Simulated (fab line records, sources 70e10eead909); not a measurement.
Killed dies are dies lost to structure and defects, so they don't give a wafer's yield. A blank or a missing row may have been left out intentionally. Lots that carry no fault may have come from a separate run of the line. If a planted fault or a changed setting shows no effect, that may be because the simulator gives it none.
fab line records + flow nandHarc
[record]
- lots = 13
- wafers = 39
- lastDay = 33
route steps=1302 shown A_ZERO_WELL@411 A_ONON_D1@425 END@1302
lots that met no fault: taken from a fault-free run of the same line
startH: hours from the record's first day to the start of the lot's first wafer shown + waitH: hours from the lot's prior step to this one + " unchanged from the row above + L1.1+2: one row covering several wafers at once + - no value, or no start was given + * or withheld: withheld + < > ~ a bound
route shown NAME@n: names a module that has steps shown in the file, with the first one's number in the route + usual: mean and standard deviation over wafers with no fault + same: alike in all rows + chamber/n: place in a boat + sites: the reading at each site + _std_site: how widely they spread, as a standard deviation + _edge_site: inner sites' mean taken away from outer sites' mean + radiusMm: how far each site lies from the wafer's centre + mask NAME#n: copy n + behind: the most recent tool/chamber to have shaped the wafer + hold: the reason the lot was held/the length of the hold in hours/how it ended + device: the n, p or np transistor that did not switch + end of line: tests of these same wafers at the route's end + a step with no rows: only its recipe + killed: dies that structure and defects cost at the first sort, which is not the same as the wafer's yield + map: dies across one wafer; x = killed, . = not, _ = none there
set.NAME: the setting that was run; set.NAME@STEP: the one run at that earlier step + model.NAME: the simulator's own value behind a step, which no gauge read
the route's steps for a sample of lots (tables are steps, rows are wafers)
services: when a tool's chamber went out of use (startH, in hours from the record's first day, below 0 if earlier), for how many hours, and the reason
[[steps]]
[step NHARC_A_ZERO_WELL_RTA_16]
[recipe]
- tempC = 1000
- timeS = 10
[usual]
- lampPowerPct = 33.8/0.59
- wafer_temp_C_max = 1005.0/1.3
| lot.wafer | tool         | chamber | startH | waitH | lampPowerPct | wafer_temp_C_max |
|-----------|--------------|---------|--------|-------|--------------|------------------|
| L343.2    | rtpAnneal-01 | 0       | 121.16 | -     | 33.2         | 1004.7           |
| L343.3    | "            | 0       | "      | "     | 33.3         | 1006.6           |
| L343.6    | "            | 0       | "      | "     | 33.2         | 1007.9           |
| L347.1    | rtpAnneal-02 | 0       | 156.34 | -     | 34.4         | 1004.6           |
| L347.4    | "            | 0       | "      | "     | 34.3         | 1004.1           |
| L347.6    | "            | 0       | "      | "     | 34.4         | 1003.6           |
| L348.2    | rtpAnneal-01 | 0       | 162.26 | -     | 33.2         | 1006.0           |
| L348.3    | "            | 0       | "      | "     | 33.2         | 1005.9           |
| L348.6    | "            | 0       | "      | "     | 33.1         | 1005.3           |
| L346.3    | rtpAnneal-02 | 0       | 173.80 | -     | 34.4         | 1004.3           |
| L346.4    | "            | 0       | "      | "     | 34.4         | 1003.7           |
| L346.5    | "            | 0       | "      | "     | 34.3         | 1004.4           |
| L350.1    | rtpAnneal-01 | 0       | 191.96 | -     | 33.2         | 1005.1           |
| L350.4    | "            | 0       | "      | "     | 33.1         | 1007.6           |
| L350.6    | "            | 0       | "      | "     | 33.1         | 1006.4           |
| L351.2    | rtpAnneal-02 | 0       | 192.79 | -     | 34.4         | 1004.5           |
| L351.3    | "            | 0       | "      | "     | 34.4         | 1003.5           |
| L351.4    | "            | 0       | "      | "     | 34.4         | 1004.6           |
| L352.1    | rtpAnneal-01 | 0       | 213.82 | -     | 33.2         | 1005.3           |
| L352.2    | "            | 0       | "      | "     | 33.2         | 1007.1           |
| L352.6    | "            | 0       | "      | "     | 33.2         | 1007.1           |
| L354.1    | rtpAnneal-02 | 0       | 223.09 | -     | 34.4         | 1005.5           |
| L354.3    | "            | 0       | "      | "     | 34.4         | 1005.4           |
| L354.6    | "            | 0       | "      | "     | 34.4         | 1003.7           |
| L355.2    | rtpAnneal-02 | 0       | 237.22 | -     | 34.4         | 1004.9           |
| L355.3    | "            | 0       | "      | "     | 34.4         | 1005.0           |
| L355.6    | "            | 0       | "      | "     | 34.4         | 1006.2           |
| L356.1    | rtpAnneal-02 | 0       | 245.78 | -     | 34.3         | 1003.1           |
| L356.2    | "            | 0       | "      | "     | 34.4         | 1003.9           |
| L356.3    | "            | 0       | "      | "     | 34.4         | 1003.6           |
| L361.3    | rtpAnneal-02 | 0       | 299.12 | -     | 34.4         | 1004.7           |
| L361.5    | "            | 0       | "      | "     | 34.4         | 1003.9           |
| L361.6    | "            | 0       | "      | "     | 34.4         | 1004.8           |
| L362.2    | rtpAnneal-01 | 0       | 314.01 | -     | 33.2         | 1005.9           |
| L362.3    | "            | 0       | "      | "     | 33.2         | 1006.4           |
| L362.4    | "            | 0       | "      | "     | 33.2         | 1006.6           |
| L364.2    | rtpAnneal-01 | 0       | 331.40 | -     | 33.2         | 1007.8           |
| L364.4    | "            | 0       | "      | "     | 33.2         | 1005.9           |
| L364.5    | "            | 0       | "      | "     | 33.3         | 1006.0           |
[step NHARC_A_ONON_D1_THK_MEAS_02]
[recipe]
- thkMeasGauge = ellipsometry
[usual]
- thkNm = 999/11
| lot.wafer | tool         | chamber | startH | waitH | thkNm |
|-----------|--------------|---------|--------|-------|-------|
| L343.2    | filmMetro-01 | -       | 142.27 | -     | 1003  |
| L343.3    | "            | -       | "      | "     | 1003  |
| L343.6    | "            | -       | "      | "     | 1001  |
| L347.1    | filmMetro-02 | -       | 177.82 | -     | 997   |
| L347.4    | "            | -       | "      | "     | 999   |
| L347.6    | "            | -       | "      | "     | 999   |
| L348.2    | filmMetro-02 | -       | 183.40 | -     | 1003  |
| L348.3    | "            | -       | "      | "     | 1004  |
| L348.6    | "            | -       | "      | "     | 1004  |
| L346.3    | filmMetro-02 | -       | 195.79 | -     | 1005  |
| L346.4    | "            | -       | "      | "     | 1003  |
| L346.5    | "            | -       | "      | "     | 1005  |
| L350.1    | filmMetro-02 | -       | 213.05 | -     | 994   |
| L350.4    | "            | -       | "      | "     | 995   |
| L350.6    | "            | -       | "      | "     | 994   |
| L351.2    | filmMetro-01 | -       | 213.08 | -     | 975   |
| L351.3    | "            | -       | "      | "     | 974   |
| L351.4    | "            | -       | "      | "     | 975   |
| L352.1    | filmMetro-02 | -       | 234.66 | -     | 1010  |
| L352.2    | "            | -       | "      | "     | 1013  |
| L352.6    | "            | -       | "      | "     | 1011  |
| L354.1    | filmMetro-01 | -       | 243.44 | -     | 995   |
| L354.3    | "            | -       | "      | "     | 992   |
| L354.6    | "            | -       | "      | "     | 993   |
| L356.1    | filmMetro-01 | -       | 267.79 | -     | 994   |
| L356.2    | "            | -       | "      | "     | 994   |
| L356.3    | "            | -       | "      | "     | 992   |
| L355.2    | filmMetro-02 | -       | 267.80 | -     | 998   |
| L355.3    | "            | -       | "      | "     | 1000  |
| L355.6    | "            | -       | "      | "     | 997   |
| L361.3    | filmMetro-01 | -       | 319.27 | -     | 981   |
| L361.5    | "            | -       | "      | "     | 981   |
| L361.6    | "            | -       | "      | "     | 981   |
| L362.2    | filmMetro-02 | -       | 334.44 | -     | 998   |
| L362.3    | "            | -       | "      | "     | 996   |
| L362.4    | "            | -       | "      | "     | 997   |
| L364.2    | filmMetro-01 | -       | 355.19 | -     | 1004  |
| L364.4    | "            | -       | "      | "     | 1003  |
| L364.5    | "            | -       | "      | "     | 1003  |
[step NHARC_A_ONON_D1_DEP_19]
[recipe]
- targetThkA = 10000
- n2FlowSccm = 2750
- n2oFlowSccm = 2000
- nh3FlowSccm = 500
- sih4FlowSccm = 210
- tempC = 400
| lot.wafer  | tool         | chamber | startH | waitH |
|------------|--------------|---------|--------|-------|
| L343.2+3+6 | pecvdOnon-02 | 0       | 154.09 | 0.1   |
| L347.1+4+6 | pecvdOnon-02 | 0       | 187.88 | 0.1   |
| L348.2+3+6 | pecvdOnon-01 | 0       | 195.72 | 0.1   |
| L346.3+4+5 | pecvdOnon-01 | 0       | 205.76 | 0.2   |
| L350.1+4+6 | pecvdOnon-01 | 0       | 240.29 | 0.1   |
| L351.2+3+4 | pecvdOnon-02 | 0       | 240.34 | 0.1   |
| L352.1+2+6 | pecvdOnon-02 | 0       | 245.08 | 0.1   |
| L354.1+3+6 | pecvdOnon-02 | 0       | 253.89 | 0.1   |
| L356.1+2+3 | pecvdOnon-03 | 0       | 278.39 | 0.1   |
| L355.2+3+6 | pecvdOnon-01 | 0       | 278.45 | 0.1   |
| L361.3+5+6 | pecvdOnon-03 | 0       | 329.50 | 0.2   |
| L362.2+3+4 | pecvdOnon-01 | 0       | 344.86 | 0.1   |
| L364.2+4+5 | pecvdOnon-01 | 0       | 365.37 | 0.1   |
[step NHARC_A_ONON_D1_THK_MEAS_21]
[recipe]
- thkMeasGauge = ellipsometry
[usual]
- thkNm = 1000/8.8
| lot.wafer | tool         | chamber | startH | waitH | hold                    | thkNm |
|-----------|--------------|---------|--------|-------|-------------------------|-------|
| L343.2    | filmMetro-02 | -       | 154.54 | -     | -                       | 993   |
| L343.3    | "            | -       | "      | "     | -                       | 994   |
| L343.6    | "            | -       | "      | "     | -                       | 996   |
| L347.1    | filmMetro-01 | -       | 188.39 | -     | -                       | 991   |
| L347.4    | "            | -       | "      | "     | -                       | 989   |
| L347.6    | "            | -       | "      | "     | -                       | 991   |
| L348.2    | filmMetro-01 | -       | 196.17 | -     | -                       | 1004  |
| L348.3    | "            | -       | "      | "     | -                       | 1004  |
| L348.6    | "            | -       | "      | "     | -                       | 1004  |
| L346.3    | filmMetro-02 | -       | 206.15 | -     | -                       | 1004  |
| L346.4    | "            | -       | "      | "     | -                       | 1004  |
| L346.5    | "            | -       | "      | "     | -                       | 1004  |
| L351.2    | filmMetro-02 | -       | 240.79 | -     | -                       | 1010  |
| L351.3    | "            | -       | "      | "     | -                       | 1008  |
| L351.4    | "            | -       | "      | "     | -                       | 1011  |
| L350.1    | filmMetro-01 | -       | 240.79 | -     | -                       | 999   |
| L350.4    | "            | -       | "      | "     | -                       | 998   |
| L350.6    | "            | -       | "      | "     | -                       | 999   |
| L352.1    | filmMetro-01 | -       | 245.59 | -     | -                       | 1009  |
| L352.2    | "            | -       | "      | "     | -                       | 1007  |
| L352.6    | "            | -       | "      | "     | -                       | 1005  |
| L354.1    | filmMetro-02 | -       | 254.40 | -     | -                       | 998   |
| L354.3    | "            | -       | "      | "     | -                       | 998   |
| L354.6    | "            | -       | "      | "     | -                       | 997   |
| L356.1    | filmMetro-01 | -       | 278.89 | -     | -                       | 1001  |
| L356.2    | "            | -       | "      | "     | -                       | 1001  |
| L356.3    | "            | -       | "      | "     | -                       | 1001  |
| L355.2    | filmMetro-02 | -       | 278.90 | -     | -                       | 990   |
| L355.3    | "            | -       | "      | "     | -                       | 989   |
| L355.6    | "            | -       | "      | "     | -                       | 991   |
| L361.3    | filmMetro-01 | -       | 329.89 | -     | -                       | 1007  |
| L361.5    | "            | -       | "      | "     | -                       | 1006  |
| L361.6    | "            | -       | "      | "     | -                       | 1006  |
| L362.2    | filmMetro-01 | -       | 345.31 | -     | awaitDispo/0.2h/release | 631   |
| L362.3    | "            | -       | "      | "     | awaitDispo/0.2h/release | 633   |
| L362.4    | "            | -       | "      | "     | awaitDispo/0.2h/release | 631   |
| L362.2    | filmMetro-01 | -       | 345.48 | 0.2   | -                       | 633   |
| L362.3    | "            | -       | "      | "     | -                       | 632   |
| L362.4    | "            | -       | "      | "     | -                       | 633   |
| L364.2    | filmMetro-02 | -       | 365.84 | -     | awaitDispo/0.2h/release | 611   |
| L364.4    | "            | -       | "      | "     | awaitDispo/0.2h/release | 612   |
| L364.5    | "            | -       | "      | "     | awaitDispo/0.2h/release | 610   |
| L364.2    | filmMetro-02 | -       | 366.02 | 0.2   | -                       | 612   |
| L364.4    | "            | -       | "      | "     | -                       | 610   |
| L364.5    | "            | -       | "      | "     | -                       | 610   |
[step NHARC_A_ONON_D1_DEP_33]
[recipe]
- targetThkA = 2000
- tempC = 400
- pressureTorr = 6.5
- rfW = 900
- teosFlowSccm = 161.4
- flowSccm = 2650
- targetThkNm = 200
- gas = O2
- material = SiO2
[usual]
- heaterPowerW = 548/75
- throttleValvePct = 15.7/0.43
| lot.wafer | tool     | chamber | startH | waitH | heaterPowerW | sinceWetCleanH | throttleValvePct |
|-----------|----------|---------|--------|-------|--------------|----------------|------------------|
| L343.2    | pecvd-01 | 0       | 156.33 | 0.1   | 669          | 37             | 15.6             |
| L343.3    | "        | 2       | "      | "     | 571          | 37             | 16.0             |
| L343.6    | "        | 2       | "      | "     | 571          | -              | 16.0             |
| L347.1    | pecvd-03 | 1       | 190.23 | 0.1   | 582          | 11             | 16.0             |
| L347.6    | "        | 2       | "      | "     | 478          | -              | 15.2             |
| L347.4    | "        | 1       | "      | "     | 578          | -              | 15.8             |
| L348.2    | pecvd-03 | 1       | 197.93 | 0.1   | 545          | 19             | 15.7             |
| L348.3    | "        | 0       | "      | "     | 659          | 19             | 15.0             |
| L348.6    | "        | 2       | "      | "     | 554          | -              | 15.0             |
| L346.3    | pecvd-04 | 0       | 208.09 | 0.2   | 594          | 131            | 15.9             |
| L346.4    | "        | 2       | "      | "     | 596          | -              | 16.1             |
| L346.5    | "        | 0       | "      | "     | 607          | -              | 15.6             |
| L350.1    | pecvd-03 | 1       | 242.55 | 0.1   | 539          | 64             | 16.1             |
| L350.6    | "        | 1       | "      | "     | 554          | -              | 15.9             |
| L350.4    | "        | 2       | "      | "     | 569          | -              | 15.0             |
| L351.3    | pecvd-01 | 1       | 242.59 | 0.1   | 538          | 124            | 16.0             |
| L351.2    | "        | 2       | "      | "     | 513          | 124            | 16.2             |
| L351.4    | "        | 0       | "      | "     | 635          | -              | 15.7             |
| L352.2    | pecvd-03 | 1       | 247.34 | 0.1   | 433          | 69             | 15.8             |
| L352.1    | "        | 0       | "      | "     | 663          | 69             | 15.1             |
| L352.6    | "        | 0       | "      | "     | 665          | -              | 15.0             |
| L354.1    | pecvd-03 | 1       | 256.44 | 0.1   | 479          | 78             | 15.9             |
| L354.3    | "        | 0       | "      | "     | 616          | 78             | 15.2             |
| L354.6    | "        | 0       | "      | "     | 599          | -              | 15.0             |
| L356.1    | pecvd-04 | 0       | 280.65 | 0.1   | 591          | 22             | 16.0             |
| L356.2    | "        | 1       | "      | "     | 333          | 22             | 16.3             |
| L356.3    | "        | 2       | "      | "     | 550          | 22             | 16.0             |
| L355.2    | pecvd-03 | 2       | 280.70 | 0.1   | 511          | 102            | 15.5             |
| L355.3    | "        | 0       | "      | "     | 558          | 102            | 15.4             |
| L355.6    | "        | 0       | "      | "     | 554          | -              | 15.2             |
| L361.3    | pecvd-03 | 1       | 331.69 | 0.1   | 575          | 153            | 15.8             |
| L361.5    | "        | 1       | "      | "     | 432          | -              | 15.6             |
| L361.6    | "        | 2       | "      | "     | 600          | -              | 15.7             |
| L362.2    | pecvd-04 | 1       | 349.18 | 0.1   | 417          | 91             | 16.2             |
| L362.3    | "        | 0       | "      | "     | 597          | 91             | 16.0             |
| L362.4    | "        | 1       | "      | "     | 413          | -              | 16.0             |
| L364.2    | pecvd-01 | 1       | 370.77 | 0.1   | 498          | 71             | 15.1             |
| L364.4    | "        | 2       | "      | "     | 570          | -              | 15.7             |
| L364.5    | "        | 0       | "      | "     | 596          | -              | 15.3             |
[step NHARC_END_SORT_01]
[recipe]
- tempC = 25
[usual]
- killedAtArray = 62/18
- killedAtOther = 0.9/1.2
- killedAtPeriphery = 4.2/2.9
- killedDies = 67/17
- killedOpen = 3.6/1.9
- killedShort = 2.5/1.6
[same]
- grossDies = 677
| lot.wafer | tool      | chamber | startH | waitH | killedAtArray | killedAtOther | killedAtPeriphery | killedDies | killedOpen | killedShort |
|-----------|-----------|---------|--------|-------|---------------|---------------|-------------------|------------|------------|-------------|
| L362.2    | prober-02 | 0       | 754.73 | 2.8   | 673           | 0             | 4                 | 677        | 8          | 4           |
| L362.3    | prober-02 | 0       | 755.53 | 3.1   | 671           | 1             | 5                 | 677        | 3          | 3           |
| L362.4    | prober-02 | 0       | 756.34 | 3.4   | 671           | 1             | 5                 | 677        | 4          | 3           |
| L364.2    | prober-01 | 0       | 783.76 | 2.8   | 676           | 0             | 1                 | 677        | 3          | 1           |
| L364.4    | prober-01 | 0       | 785.39 | 3.5   | 673           | 1             | 3                 | 677        | 8          | 2           |
| L364.5    | prober-01 | 0       | 786.21 | 3.8   | 674           | 0             | 3                 | 677        | 5          | 2           |
// killed by level:class
L362.2 A_ONON_D1:areaDep=636 A_CHANNEL_HOLE_D1:chamberFilmFlake=9 A_SLIT:chamberFilmFlake=5 A_STAIRCASE:chamberFilmFlake=4 A_CHANNEL_HOLE_D2:geometricParticle:open=2 A_BLC:geometricParticle:open=2 P_GATE:chamberFilmFlake=2 A_DECK1_JOINT:chamberFilmFlake=2
L362.3 A_ONON_D1:areaDep=625 A_CHANNEL_HOLE_D1:chamberFilmFlake=22 A_SLIT:chamberFilmFlake=6 A_CHANNEL_HOLE_D2:chamberFilmFlake=5 A_STAIRCASE:chamberFilmFlake=5 P_GATE:chamberFilmFlake=3 A_ONON_D1:geometricParticle:short=1 A_CHANNEL_FILL_D1:geometricParticle:open=1
L362.4 A_ONON_D1:areaDep=631 A_CHANNEL_HOLE_D1:chamberFilmFlake=11 A_SLIT:chamberFilmFlake=9 A_CHANNEL_HOLE_D2:chamberFilmFlake=5 A_STAIRCASE:chamberFilmFlake=5 A_CONTACT:chamberFilmFlake=3 P_GATE:chamberFilmFlake=2 P_CONTACT:geometricParticle:open=1
L364.2 A_ONON_D1:areaDep=625 A_CHANNEL_HOLE_D2:chamberFilmFlake=24 A_SLIT:chamberFilmFlake=10 A_CONTACT:chamberFilmFlake=6 A_CHANNEL_HOLE_D2:geometricParticle:open=2 A_CHANNEL_HOLE_D1:chamberFilmFlake=2 A_ONON_D1:geometricParticle:open=1 A_DECK1_JOINT:geometricParticle:short=1
L364.4 A_ONON_D1:areaDep=625 A_CHANNEL_HOLE_D2:chamberFilmFlake=24 A_SLIT:chamberFilmFlake=7 A_M0:geometricParticle:open=4 A_CONTACT:chamberFilmFlake=3 P_ZERO_WELL:chamberFilmFlake=2 A_SOURCE_PLATE:geometricParticle:open=1 A_ONON_D1:geometricParticle:open=1
L364.5 A_ONON_D1:areaDep=625 A_CHANNEL_HOLE_D2:chamberFilmFlake=26 A_SLIT:chamberFilmFlake=6 A_CONTACT:chamberFilmFlake=5 A_ZERO_WELL:chamberFilmFlake=3 P_M1:geometricParticle:open=2 A_CHANNEL_HOLE_D1:geometricParticle:open=1 A_CHANNEL_FILL_D1:geometricParticle:short=1
[[services]]
| tool         | chamber | startH | hours | kind      |
|--------------|---------|--------|-------|-----------|
| pecvd-01     | -       | 106.03 | 13.0  | pm        |
| pecvd-04     | -       | 143.20 | 0.9   | repair    |
| pecvd-01     | -       | 151.61 | 0.8   | repair    |
| pecvdOnon-02 | -       | 161.00 | 13.0  | pm        |
| pecvd-03     | -       | 165.85 | 13.0  | pm        |
| pecvd-03     | 0       | 165.85 | 13.0  | ventCycle |
| pecvd-03     | 1       | 165.85 | 13.0  | ventCycle |
| pecvd-03     | 2       | 165.85 | 13.0  | ventCycle |
| pecvd-03     | 0       | 178.85 | -     | clean     |
| pecvd-03     | 1       | 178.85 | -     | clean     |
| pecvd-03     | 2       | 178.85 | -     | clean     |
| pecvd-04     | -       | 188.47 | 1.3   | repair    |
| pecvdOnon-03 | -       | 203.00 | 13.0  | pm        |
| pecvdOnon-01 | -       | 245.00 | 13.0  | pm        |
| pecvd-04     | -       | 245.44 | 13.0  | pm        |
| pecvd-01     | 2       | 250.12 | 6.0   | repair    |
| pecvd-01     | -       | 254.87 | 1.4   | repair    |
| pecvd-01     | -       | 287.26 | 13.0  | pm        |
| pecvd-01     | 0       | 306.40 | 10.8  | repair    |
| pecvd-01     | -       | 320.91 | 0.9   | repair    |
| pecvd-01     | -       | 334.89 | 3.2   | repair    |
| pecvdOnon-02 | -       | 342.00 | 13.0  | pm        |
| pecvd-03     | -       | 346.85 | 13.0  | pm        |
| rtpAnneal-01 | -       | 348.00 | 12.0  | pm        |
[[key]]
[firstSign]
- step = NHARC_A_ONON_D1_THK_MEAS_21
- reading = visit
- direction = added
[effect]
- step = NHARC_A_ONON_D1_THK_MEAS_21
- reading = thkNm
- direction = down
- sigmas = 43
- usual = 1000
- struck = 621
[effect]
- step = NHARC_END_SORT_01
- reading = killedDies
- direction = up
- sigmas = 35
- usual = 67
- struck = 677
[moreKillsBornAt]
- NHARC_A_ONON_D1_DEP_19@pecvdOnon-01 = 3767
metAt NHARC_A_ONON_D1_DEP_19
struckLots L362,L364
laterRowsLeftOut L362.2,L362.3,L362.4,L364.2,L364.4,L364.5
testerLeftOut L362,L364
notActingAt NHARC_A_ZERO_WELL_RTA_16,NHARC_A_ONON_D1_THK_MEAS_02,NHARC_A_ONON_D1_DEP_33
onsetBetween 278.45 344.86
alsoFits time
[fault]
- kind = processParameterDrift
- tool = pecvdOnon-01
- chamber = -
- onsetH = 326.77
- steps = NHARC_A_ONON_D1_DEP_19
- channel = targetThkA
- offset = *
- shape = step
- endH = 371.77
- actsIn = *
- stated = *
// testerLeftOut: of these lots the tester's yield and bins aren't shown, on N5 and GAA mostly nor the transistor test; their killed dies are dies lost to structure and defects alone, not to doping, threshold or leakage, so they don't give the yield
// laterRowsLeftOut: the simulator's readings of these wafers behind a module that went badly wrong aren't trusted and aren't shown, but for the sort
